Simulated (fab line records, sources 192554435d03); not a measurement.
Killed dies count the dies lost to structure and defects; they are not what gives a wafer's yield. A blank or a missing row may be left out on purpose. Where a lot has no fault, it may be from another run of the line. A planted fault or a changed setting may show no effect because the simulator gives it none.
fab line records	flow n5Finfet
record: lots: 6	wafers: 18	lastDay: 16
route steps=1938 shown WELL_APT@27 BEOL_M4@1111 PASSIVATION@1936
lots that met no fault: from a run of the same line without faults
startH: the number of hours between the record's first day and the start of the first shown wafer of the lot	waitH: how many hours have passed since the lot's step before this one	" unchanged from the row above	L1.1+2: several wafers, shown together as one row	- either no value or no given start	* or withheld: withheld	< > ~ a bound
route shown NAME@n: NAME is a module with steps in the file, n the number in the route of the first one	usual: mean/standard deviation of fault-free wafers	same: alike in all rows	chamber/n: place in a boat	sites: readings site by site	_std_site: the values' standard deviation	_edge_site: the outer-site mean with the inner-site mean subtracted	radiusMm: how far each site lies from the wafer's centre	mask NAME#n: copy n	behind: tool/chamber where the wafer was last shaped	hold: cause of the lot's hold/its duration in hours/its outcome	device: the n, p or np transistor that did not switch	end of line: the tests these same wafers got at the end of their route	a step given without rows: its recipe and nothing more	killed: not the wafer's yield, but the dies lost to structure and defects at the first sort	map: per-die view of a wafer (x killed, . not killed, _ where there is no die)
set.NAME: the setting as run; set.NAME@STEP: as run at that earlier step	model.NAME: the simulator's own value behind a step, which no gauge read
a table for each step, a row for each wafer; lots at some steps of the route
services: the hour from which a tool's chamber was out of use, counted from the record's first day as startH (under 0 if before that day), plus the number of hours and why
== steps ==
step: N5_WELL_APT_HARDBAKE_12
recipe: tempC: 130	timeS: 120
step: N5_WELL_APT_CD_MEAS_08
recipe: targetCdNm: 200	landingEnergyEv: 500	detector: seInlens
usual: cdNm: 199.0/1.9
same: landingEnergyEv: 500
lot.wafer	tool	chamber	startH	waitH	cdNm
L620.3	cdSem-01	0	13.86	-	200.1
L620.5	"	0	"	"	201.2
L620.6	"	0	"	"	198.4
L625.1	cdSem-01	0	43.56	-	200.9
L625.4	"	0	"	"	198.7
L625.5	"	0	"	"	198.1
L634.2	cdSem-01	0	98.06	-	200.5
L634.3	"	0	"	"	198.7
L634.4	"	0	"	"	199.8
L635.1	cdSem-03	0	103.56	-	196.8
L635.2	"	0	"	"	196.3
L635.5	"	0	"	"	200.2
L636.1	cdSem-01	0	109.68	-	201.2
L636.3	"	0	"	"	203.1
L636.6	"	0	"	"	198.6
L639.2	cdSem-01	0	127.68	-	198.5
L639.5	"	0	"	"	198.4
L639.6	"	0	"	"	199.3
step: N5_WELL_APT_OVL_MEAS_09
recipe: pointsPerWafer: 44
usual: NWELL_OVL: 2/4.8
lot.wafer	tool	chamber	startH	waitH	NWELL_OVL[nm]
L620.3	overlay-02	0	13.88	0.0	-3
L620.5	"	0	"	"	3
L620.6	"	0	"	"	4
L625.1	overlay-01	0	43.59	0.0	5
L625.4	"	0	"	"	4
L625.5	"	0	"	"	8
L634.2	overlay-01	0	98.09	0.0	5
L634.3	"	0	"	"	5
L634.4	"	0	"	"	11
L635.1	overlay-01	0	103.59	0.0	7
L635.2	"	0	"	"	1
L635.5	"	0	"	"	4
L636.1	overlay-02	0	109.71	0.0	8
L636.3	"	0	"	"	4
L636.6	"	0	"	"	13
L639.2	overlay-02	0	127.71	0.0	1
L639.5	"	0	"	"	-1
L639.6	"	0	"	"	4
step: N5_WELL_APT_INSPECT_10
recipe: mode: adi	inspectInstrument: macro
usual: rawDefectCount: 2.1/1.5
lot.wafer	tool	chamber	startH	waitH	rawDefectCount
L620.3	defectInspect-01	-	13.91	0.0	2
L620.5	"	-	"	"	0
L620.6	"	-	"	"	1
L625.1	defectInspect-01	-	43.61	0.0	1
L625.4	"	-	"	"	1
L625.5	"	-	"	"	3
L634.2	defectInspect-01	-	98.11	0.0	2
L634.3	"	-	"	"	1
L634.4	"	-	"	"	2
L635.1	defectInspect-02	-	103.61	0.0	3
L635.2	"	-	"	"	2
L635.5	"	-	"	"	4
L636.1	defectInspect-02	-	109.73	0.0	4
L636.3	"	-	"	"	2
L636.6	"	-	"	"	1
L639.2	defectInspect-02	-	127.73	0.0	2
L639.5	"	-	"	"	3
L639.6	"	-	"	"	7
step: N5_WELL_APT_DESCUM_13
recipe: chemistry: O2	timeS: 7.9	sourcePowerW: 50	biasPowerW: 20	pressureMtorr: 20	rfFrequencyHz: 2.712e+07	tempC: 40	o2FlowSccm: 225
usual: chamberPressureMTorr: 20.000/0.019	drypumpMotorCurrentA: 5.6/0.45	oesProductAu: 0.79/0.1	rfVppV: 243.3/1.1	showerheadPlenumPTorr: 2.12/0.054	throttleValvePct: 20.63/0.18
same: timeS: 7.9
lot.wafer	tool	chamber	startH	waitH	chamberPressureMTorr	drypumpMotorCurrentA	oesProductAu	rfHoursCounterH	rfVppV	showerheadPlenumPTorr	throttleValvePct
L620.3	rieDiel-03	0	13.94	0.0	19.986	5.8	0.70	189	243.1	2.08	20.51
L620.5	"	1	"	"	20.015	6.3	0.91	-	242.4	2.16	20.51
L620.6	"	2	"	"	20.003	5.4	0.73	-	245.0	2.17	20.62
L625.1	rieDiel-03	3	43.64	0.0	19.957	5.5	0.68	229	244.8	2.15	20.75
L625.4	"	0	"	"	19.996	5.8	0.69	199	242.5	2.08	20.52
L625.5	"	2	"	"	20.001	5.4	0.73	-	245.7	2.17	20.65
L634.2	rieDiel-03	3	98.14	0.0	19.984	5.5	0.66	247	245.0	2.15	20.76
L634.3	"	2	"	"	19.977	5.4	0.71	199	244.1	2.16	20.67
L634.4	"	0	"	"	19.988	5.8	0.68	218	242.4	2.07	20.55
L635.1	rieDiel-04	3	103.92	0.3	19.993	6.3	0.71	209	244.0	2.18	20.60
L635.2	"	0	"	"	19.983	4.8	0.88	46	243.4	2.15	20.47
L635.5	"	2	"	"	20.006	5.5	0.98	-	242.1	2.09	20.74
L636.1	rieDiel-03	1	110.54	0.8	19.976	6.3	0.86	52	243.6	2.15	20.56
L636.3	"	0	"	"	19.995	5.8	0.67	224	243.3	2.07	20.54
L636.6	"	0	"	"	20.035	5.8	0.67	-	242.3	2.07	20.56
L639.2	rieDiel-03	0	127.97	0.2	19.985	5.8	0.68	232	241.5	2.06	20.57
L639.5	"	3	"	"	19.993	5.5	0.98	-	244.1	2.14	20.37
L639.6	"	2	"	"	19.963	5.4	0.71	-	244.8	2.16	20.71
step: N5_WELL_APT_IMPLANT_14
recipe: species: P	energyKev: 160	doseCm2: 1.5e+13	tiltDeg: 0	rotationDeg: 0
step: N5_WELL_APT_IMPLANT_15
recipe: species: As	energyKev: 25	doseCm2: 1.5e+13	tiltDeg: 0	rotationDeg: 0
step: N5_WELL_APT_STRIP_16
recipe: chemistry: SPM	timeS: 900	tempC: 130	h2so4H2o2VolRatio: 4	dry: ipaMarangoni
step: N5_WELL_APT_HMDS_18
recipe: timeS: 60	tempC: 120
step: N5_WELL_APT_COAT_19
recipe: spinRpm: 1357	resistThkNm: 950
step: N5_WELL_APT_EBR_21
recipe: solvent: PGMEA	ebrWidthMm: 1.5
step: N5_WELL_APT_SOFTBAKE_20
recipe: tempC: 130	timeS: 60
step: N5_WELL_APT_EXPOSE_22
recipe: maskId: PWELL	na: 0.8	sourceShape: conventional	sigmaOuter: 0.8	polarization: unpolarized	defocusNm: 0	targetCdNm: 200	doseMj: 23.2
usual: exposureDoseMJCm2: 23.34/0.09
lot.wafer	tool	chamber	startH	waitH	mask	exposureDoseMJCm2
L620.3	krfScanner-01	0	14.81	-	PWELL#0	23.36
L620.5	"	0	"	"	PWELL#0	23.36
L620.6	"	0	"	"	PWELL#0	23.38
L625.1	krfScanner-01	0	44.63	-	PWELL#0	23.43
L625.4	"	0	"	"	PWELL#0	23.39
L625.5	"	0	"	"	PWELL#0	23.38
L634.2	krfScanner-02	0	99.13	-	PWELL#0	23.20
L634.3	"	0	"	"	PWELL#0	23.20
L634.4	"	0	"	"	PWELL#0	23.26
L635.1	krfScanner-01	0	105.16	-	PWELL#0	21.31
L635.2	"	0	"	"	PWELL#0	21.32
L635.5	"	0	"	"	PWELL#0	21.29
L636.1	krfScanner-01	0	111.40	-	PWELL#0	21.72
L636.3	"	0	"	"	PWELL#0	21.71
L636.6	"	0	"	"	PWELL#0	21.74
L639.2	krfScanner-02	0	129.14	-	PWELL#0	23.19
L639.5	"	0	"	"	PWELL#0	23.20
L639.6	"	0	"	"	PWELL#0	23.21
step: N5_WELL_APT_PEB_23
recipe: pebTempC: 130	pebTimeS: 90
step: N5_WELL_APT_DEVELOP_24
recipe: developTimeS: 45	rinseLiquid: surfactantRinse	dry: airSpin	devTempC: 21
step: N5_WELL_APT_HARDBAKE_29
recipe: tempC: 130	timeS: 120
step: N5_WELL_APT_CD_MEAS_25
recipe: targetCdNm: 200	landingEnergyEv: 500	detector: seInlens
usual: cdNm: 200.0/2.5
same: landingEnergyEv: 500
lot.wafer	tool	chamber	startH	waitH	cdNm
L620.3	cdSem-03	0	14.98	-	197.5
L620.5	"	0	"	"	200.0
L620.6	"	0	"	"	193.2
L625.1	cdSem-01	0	44.80	-	202.0
L625.4	"	0	"	"	201.7
L625.5	"	0	"	"	198.6
L634.2	cdSem-03	0	99.30	-	199.4
L634.3	"	0	"	"	195.6
L634.4	"	0	"	"	198.5
L635.1	cdSem-03	0	105.33	-	182.4
L635.2	"	0	"	"	179.6
L635.5	"	0	"	"	185.4
L636.1	cdSem-01	0	111.57	-	187.7
L636.3	"	0	"	"	190.7
L636.6	"	0	"	"	188.7
L639.2	cdSem-03	0	129.30	-	200.5
L639.5	"	0	"	"	196.9
L639.6	"	0	"	"	203.2
step: N5_WELL_APT_OVL_MEAS_26
recipe: pointsPerWafer: 44
usual: PWELL_OVL: 3/5.6
lot.wafer	tool	chamber	startH	waitH	PWELL_OVL[nm]
L620.3	overlay-02	0	15.00	0.0	6
L620.5	"	0	"	"	0
L620.6	"	0	"	"	-3
L625.1	overlay-01	0	44.83	0.0	1
L625.4	"	0	"	"	9
L625.5	"	0	"	"	5
L634.2	overlay-02	0	99.33	0.0	6
L634.3	"	0	"	"	5
L634.4	"	0	"	"	0
L635.1	overlay-02	0	105.36	0.0	14
L635.2	"	0	"	"	5
L635.5	"	0	"	"	10
L636.1	overlay-01	0	111.60	0.0	3
L636.3	"	0	"	"	-5
L636.6	"	0	"	"	-3
L639.2	overlay-01	0	129.33	0.0	0
L639.5	"	0	"	"	-3
L639.6	"	0	"	"	2
step: N5_WELL_APT_INSPECT_27
recipe: mode: adi	inspectInstrument: macro
usual: rawDefectCount: 2.2/1.5
lot.wafer	tool	chamber	startH	waitH	rawDefectCount
L620.3	defectInspect-02	-	15.03	0.0	0
L620.5	"	-	"	"	1
L620.6	"	-	"	"	1
L625.1	defectInspect-02	-	44.85	0.0	1
L625.4	"	-	"	"	6
L625.5	"	-	"	"	3
L634.2	defectInspect-02	-	99.36	0.0	4
L634.3	"	-	"	"	1
L634.4	"	-	"	"	1
L635.1	defectInspect-01	-	105.38	0.0	2
L635.2	"	-	"	"	1
L635.5	"	-	"	"	2
L636.1	defectInspect-01	-	111.63	0.0	2
L636.3	"	-	"	"	4
L636.6	"	-	"	"	5
L639.2	defectInspect-01	-	129.36	0.0	1
L639.5	"	-	"	"	0
L639.6	"	-	"	"	5
step: N5_WELL_APT_DESCUM_30
recipe: chemistry: O2	timeS: 7.9	sourcePowerW: 50	biasPowerW: 20	pressureMtorr: 20	rfFrequencyHz: 2.712e+07	tempC: 40	o2FlowSccm: 225
usual: chamberPressureMTorr: 19.997/0.018	drypumpMotorCurrentA: 5.6/0.48	oesProductAu: 0.79/0.11	rfVppV: 243.3/1.1	showerheadPlenumPTorr: 2.12/0.057	throttleValvePct: 20.61/0.19
same: timeS: 7.9
lot.wafer	tool	chamber	startH	waitH	chamberPressureMTorr	drypumpMotorCurrentA	oesProductAu	rfHoursCounterH	rfVppV	showerheadPlenumPTorr	throttleValvePct	model.WELL_APT.cdNm
L620.3	rieDiel-05	3	15.06	0.0	19.976	5.8	0.76	125	243.9	2.12	20.83	197
L620.5	"	0	"	"	19.997	6.0	0.77	-	241.9	2.02	20.46	199.6
L620.6	"	1	"	"	19.981	5.3	0.70	-	244.1	2.17	20.81	193.6
L625.1	rieDiel-03	0	44.89	0.0	19.992	5.8	0.70	199	243.8	2.07	20.52	202.1
L625.4	"	3	"	"	19.966	5.4	0.67	230	243.9	2.15	20.73	201.9
L625.5	"	1	"	"	19.998	6.3	0.89	-	244.8	2.15	20.52	198.9
L634.2	rieDiel-04	1	99.39	0.0	20.005	5.3	0.91	14	242.7	2.03	20.36	199.4
L634.3	"	3	"	"	20.032	6.3	0.71	207	243.7	2.18	20.59	195.1
L634.4	"	2	"	"	20.022	5.5	0.99	0	242.4	2.09	20.74	198.4
L635.1	rieDiel-03	0	106.02	0.6	20.003	5.8	0.68	221	243.5	2.07	20.56	183.1
L635.2	"	1	"	"	19.996	6.3	0.86	49	243.8	2.15	20.56	179.7
L635.5	"	2	"	"	20.004	5.3	0.71	-	242.1	2.16	20.69	185.3
L636.1	rieDiel-04	1	111.66	0.0	19.981	5.3	0.90	19	242.5	2.02	20.35	187.7
L636.3	"	2	"	"	19.974	5.5	0.96	5	242.7	2.08	20.75	190.5
L636.6	"	2	"	"	20.019	5.5	0.97	-	243.7	2.08	20.76	188.4
L639.2	rieDiel-04	2	129.39	0.0	19.999	5.5	0.93	13	242.8	2.08	20.77	200.5
L639.5	"	0	"	"	19.992	4.8	0.86	-	244.0	2.15	20.47	196.3
L639.6	"	1	"	"	20.031	5.3	0.89	-	243.2	2.02	20.37	203.1
step: N5_WELL_APT_IMPLANT_31
recipe: species: B	energyKev: 60	doseCm2: 1.5e+13	tiltDeg: 0	rotationDeg: 0
step: N5_BEOL_M4_RC_MEAS_101
usual: DIBL_N: 36.0/2	DIBL_P: 35.9/2.5	IOFF_N: 0.16/0.038	IOFF_P: 0.21/0.04	ION_N: 675/14	ION_P: 462/9.4	SS_N: 71.5/0.75	SS_P: 73.2/0.74	VT_N: 250/3.9	VT_P: -251/3.2
lot.wafer	tool	chamber	startH	waitH	DIBL_N[mV/V]	DIBL_P[mV/V]	IOFF_N[nA/um]	IOFF_P[nA/um]	ION_N[uA/um]	ION_P[uA/um]	SS_N[mV/dec]	SS_P[mV/dec]	VT_N[mV]	VT_P[mV]
L620.3	prober-01	0	166.93	0.3	34.9	34.4	0.14	0.17	668	454	71.1	72.1	249	-252
L620.5	"	0	"	"	36.7	35.1	0.18	0.19	684	460	71.7	73.0	246	-255
L620.6	"	0	"	"	36.6	36.2	0.18	0.21	681	463	71.0	72.8	245	-250
L625.1	prober-02	0	192.57	0.0	34.2	34.8	0.14	0.20	679	469	70.7	72.8	251	-247
L625.4	"	0	"	"	37.9	40.0	0.20	0.28	694	474	72.3	73.2	246	-246
L625.5	"	0	"	"	33.7	34.0	0.12	0.18	664	463	70.7	72.5	254	-252
L635.1	prober-01	0	267.94	0.0	36.5	35.5	0.16	0.18	661	451	71.1	72.7	249	-250
L635.2	"	0	"	"	32.4	33.8	0.12	0.18	688	483	70.5	72.6	251	-251
L635.5	"	0	"	"	35.1	36.1	0.15	0.20	675	463	70.7	72.5	248	-251
L634.2	prober-02	0	268.32	0.2	36.9	36.9	0.18	0.22	697	472	71.6	73.8	246	-252
L634.3	"	0	"	"	32.7	33.5	0.11	0.17	658	455	71.0	72.2	254	-252
L634.4	"	0	"	"	35.4	36.4	0.16	0.22	678	463	71.3	73.5	250	-251
L636.1	prober-01	0	272.02	0.0	38.9	39.8	0.22	0.27	684	464	73.3	74.5	247	-247
L636.3	"	0	"	"	38.0	39.2	0.19	0.26	668	462	72.7	74.7	249	-245
L636.6	"	0	"	"	36.2	37.7	0.16	0.23	663	457	71.9	74.3	251	-251
L639.2	prober-01	0	273.82	0.2	35.2	34.2	0.16	0.20	699	475	71.1	72.6	248	-249
L639.5	"	0	"	"	36.8	36.5	0.20	0.26	703	484	71.5	74.2	244	-247
L639.6	"	0	"	"	35.3	32.2	0.15	0.18	668	454	72.0	72.8	250	-251
step: N5_PASSIVATION_PROBE_49
usual: defectLimitedYield: 91.3/1.5	killed_at_M0_to_M3: 33/12	killed_at_M4_up: 15/5.2	killedAtContacts: 12/5.1	killedAtFrontEnd: 39/11	killedAtOther: 5/3.6	killedDies: 103/18	killedOpen: 67/13	killedShort: 33/7.8	sort_bin_5_function: 5.1/0.96	sort_bin_6_memory: 3.2/0.71	sortNPass: 1077/18	sortYieldPct: 91.3/1.5
same: grossDies: 1180	killedAtBackSide: 0	sort_bin_4_leakage[%]: 0	sort_bin_8_speed[%]: 0
lot.wafer	tool	chamber	startH	waitH	defectLimitedYield[%]	killed_at_M0_to_M3	killed_at_M4_up	killedAtContacts	killedAtFrontEnd	killedAtOther	killedDies	killedOpen	killedShort	sort_bin_5_function[%]	sort_bin_6_memory[%]	sortNPass	sortYieldPct[%]
L635.1	prober-02	-	366.13	0.0	91.2	46	11	11	35	1	104	68	31	5.1	3.3	1076	91.2
L636.6	prober-02	-	378.36	0.3	93.4	20	12	10	35	1	78	45	16	3.4	1.9	1102	93.4
killed by level:class
L635.1 BEOL_M3:geometricParticle:open=21 MOL_CONTACT_COAG:geometricParticle:open=7 BEOL_M0_SAQP:geometricParticle:open=7 BEOL_M1:geometricParticle:open=7 STI_FIN_REVEAL:geometricParticle:open=6 STARTING-WAFER:geometricParticle:open=5 FIN_SAQP:geometricParticle:short=4 MOL_CONTACT_COAG:geometricParticle:short=4
L636.6 HKMG_FIN:areaEtch=16 MOL_CONTACT_COAG:geometricParticle:open=7 BEOL_M1:geometricParticle:open=6 BEOL_M4:geometricParticle:open=6 BEOL_M0_SAQP:geometricParticle:short=4 STARTING-WAFER:geometricParticle:open=4 DUMMY_GATE:geometricParticle:open=3 MOL_CONTACT_COAG:geometricParticle:short=3
== services ==
tool	chamber	startH	hours	kind
krfScanner-02	-	-1.42	4.4	pm
krfScanner-02	-	17.49	0.8	pm
krfScanner-02	0	27.69	-	calibration
krfScanner-02	-	45.45	1.3	pm
rieDiel-04	1	46.17	-	clean
rieDiel-04	1	46.17	-	consumableReplace:focusRing
rieDiel-04	1	46.17	16.0	scheduledDown
rieDiel-04	1	46.17	16.0	ventCycle
krfScanner-02	-	58.25	6.0	pm
rieDiel-05	0	63.64	5.0	repair
krfScanner-01	-	64.25	1.3	pm
rieDiel-04	2	78.35	-	clean
rieDiel-04	2	78.35	-	consumableReplace:focusRing
rieDiel-04	2	78.35	20.8	scheduledDown
rieDiel-04	2	78.35	20.8	ventCycle
krfScanner-02	-	78.95	0.2	repair
krfScanner-01	-	89.14	1.0	pm
krfScanner-01	-	94.70	0.8	pm
rieDiel-03	3	104.51	-	clean
rieDiel-03	3	104.51	-	consumableReplace:focusRing
rieDiel-03	3	104.51	17.2	scheduledDown
rieDiel-03	3	104.51	17.2	ventCycle
krfScanner-01	0	108.57	-	calibration
rieDiel-05	1	114.63	-	clean
== key ==
firstSign: step: N5_WELL_APT_EXPOSE_22	reading: exposureDoseMJCm2	direction: down	sigmas: 20	usual: 23.34	struck: 21.52
effect: step: N5_WELL_APT_CD_MEAS_25	reading: cdNm	direction: down	sigmas: 5.7	usual: 200.0	struck: 185.7	through: controlLoop
modelEffect: step: N5_WELL_APT_DESCUM_30	value: WELL_APT.cdNm	without: 201.8	struck: 185.8
metAt N5_WELL_APT_EXPOSE_22
struckWafers L635.1,L635.2,L635.5,L636.1,L636.3,L636.6
loopTrim: step: N5_WELL_APT_EXPOSE_22	setting: dose	lots: L636
baselineLoss: step: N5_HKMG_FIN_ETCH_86	wafers: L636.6
onsetBetween 44.63 105.16
fault: kind: processParameterDrift	tool: krfScanner-01	chamber: -	onsetH: 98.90	steps: N5_WELL_APT_EXPOSE_22	channel: doseMj	offset: -2.0829	shape: step	actsIn: theseRecipesOnly	stated: 23.2
loopTrim: a control loop set the setting to another value than it would have without faults
baselineLoss: these wafers lose ten dies or more at that step, a loss of the line's own and not of a fault; the sort's usual values leave them out
